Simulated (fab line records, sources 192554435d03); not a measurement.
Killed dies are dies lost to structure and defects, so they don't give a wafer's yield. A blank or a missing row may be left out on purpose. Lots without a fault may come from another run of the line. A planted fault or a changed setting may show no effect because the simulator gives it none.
Chamber matching | flow n5_finfet | N5_BEOL_M0_ETCH_138 on rie_diel-01: 4 sister chambers
The step etches SiCN in CH3F/O2, target depth 12 nm, time 31.6 s. 8 wafers are shown with their chamber, then 11 later ones without.

WAFERS WITH THEIR CHAMBER
wafer  | chamber | showerhead_plenum_p_Torr (Torr) | drypump_motor_current_A (A)
L080.2 | 1       | 2.12                            | 5.6
L084.3 | 2       | 2.05                            | 5.0
L083.2 | 2       | 2.06                            | 5.1
L085.6 | 0       | 1.92                            | 5.6
L086.3 | 3       | 2.09                            | 6.2
L086.4 | 1       | 2.11                            | 5.6
L086.5 | 0       | 1.91                            | 5.7
L087.1 | 3       | 2.08                            | 6.2

WAFERS WITHOUT THEIR CHAMBER
wafer  | showerhead_plenum_p_Torr (Torr) | drypump_motor_current_A (A)
L087.4 | 2.08                            | 6.2
L087.5 | 2.11                            | 5.6
L089.1 | 2.11                            | 5.6
L089.2 | 2.08                            | 6.2
L089.4 | 2.05                            | 5.0
L092.4 | 1.91                            | 5.6
L092.5 | 2.08                            | 6.2
L092.6 | 1.91                            | 5.6
L096.1 | 1.91                            | 5.6
L096.3 | 2.10                            | 5.6
L096.4 | 2.08                            | 6.2

WHICH CHAMBER EACH WENT THROUGH
wafer  | from the rows above | in truth
L087.4 | 3                   | 3
L087.5 | 1                   | 1
L089.1 | 1                   | 1
L089.2 | 3                   | 3
L089.4 | 2                   | 2
L092.4 | 0                   | 0
L092.5 | 3                   | 3
L092.6 | 0                   | 0
L096.1 | 0                   | 0
L096.3 | 1                   | 1
L096.4 | 3                   | 3
Placed correctly: 11 of 11. Can't be placed from these rows: 0. Placed wrongly: 0.
How it was worked out, from the rows above alone: a wafer's distance from a chamber is the root of the sum, over the readings, of the square of ((its reading less the chamber's mean) divided by the reading's scatter). The wafer belongs to the nearest chamber; if the next one is less than 2 further off, it can't be placed. A chamber's mean is the mean of its shown wafers. The scatter: the root of (the sum of the squares of (reading less its chamber's mean) over the shown wafers, divided by (wafers less chambers)).
